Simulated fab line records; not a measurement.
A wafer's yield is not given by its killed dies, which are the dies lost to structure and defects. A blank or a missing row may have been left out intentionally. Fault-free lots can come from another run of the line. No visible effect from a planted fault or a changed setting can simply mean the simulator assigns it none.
Matching of chambers || flow n5_finfet || N5_SD_EPI_P_ETCH_16 on rie_diel-01: 4 sister chambers
The step etches SiO2 in CHF3/O2, target depth 5 nm. 4 wafers are shown with their chamber, then 8 later ones without.

WAFERS WITH THEIR CHAMBER
{"wafer": "L081.3", "chamber": 3, "drypump_motor_current_A (A)": 6.0}
{"wafer": "L085.1", "chamber": 2, "drypump_motor_current_A (A)": 5.1}
{"wafer": "L085.2", "chamber": 0, "drypump_motor_current_A (A)": 6.1}
{"wafer": "L087.3", "chamber": 1, "drypump_motor_current_A (A)": 6.3}

WAFERS MISSING THEIR CHAMBER
{"wafer": "L087.4", "drypump_motor_current_A (A)": 5.2}
{"wafer": "L087.5", "drypump_motor_current_A (A)": 6.0}
{"wafer": "L095.1", "drypump_motor_current_A (A)": 5.2}
{"wafer": "L095.3", "drypump_motor_current_A (A)": 6.0}
{"wafer": "L095.6", "drypump_motor_current_A (A)": 6.0}
{"wafer": "L097.1", "drypump_motor_current_A (A)": 6.3}
{"wafer": "L097.4", "drypump_motor_current_A (A)": 6.0}
{"wafer": "L097.6", "drypump_motor_current_A (A)": 6.3}

CHAMBER TAKEN BY EACH
{"wafer": "L087.4", "from the rows above": 2, "in truth": 2}
{"wafer": "L087.5", "from the rows above": "can't be placed: 3 or 0", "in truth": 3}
{"wafer": "L095.1", "from the rows above": 2, "in truth": 2}
{"wafer": "L095.3", "from the rows above": "can't be placed: 3 or 0", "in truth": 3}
{"wafer": "L095.6", "from the rows above": "can't be placed: 3 or 0", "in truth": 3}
{"wafer": "L097.1", "from the rows above": 1, "in truth": 1}
{"wafer": "L097.4", "from the rows above": "can't be placed: 3 or 0", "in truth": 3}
{"wafer": "L097.6", "from the rows above": 1, "in truth": 1}
Correct placement for 4 of the 8. Unplaceable from these rows: 4, with the true chamber sitting among the candidates in 4. 0 placed wrongly.
How it was worked out, from the rows above alone: a wafer's distance from a chamber is the root of the sum, over the readings, of the square of ((its reading less the chamber's mean) divided by the reading's scatter). If the next closest chamber is less than 2 further off than the closest, the wafer can't be placed; otherwise it belongs to the closest. Each chamber's mean is taken over the wafers shown for it. The scatter: root of mean squared gap, hidden wafer to nearest shown wafer, with one shown wafer a chamber.
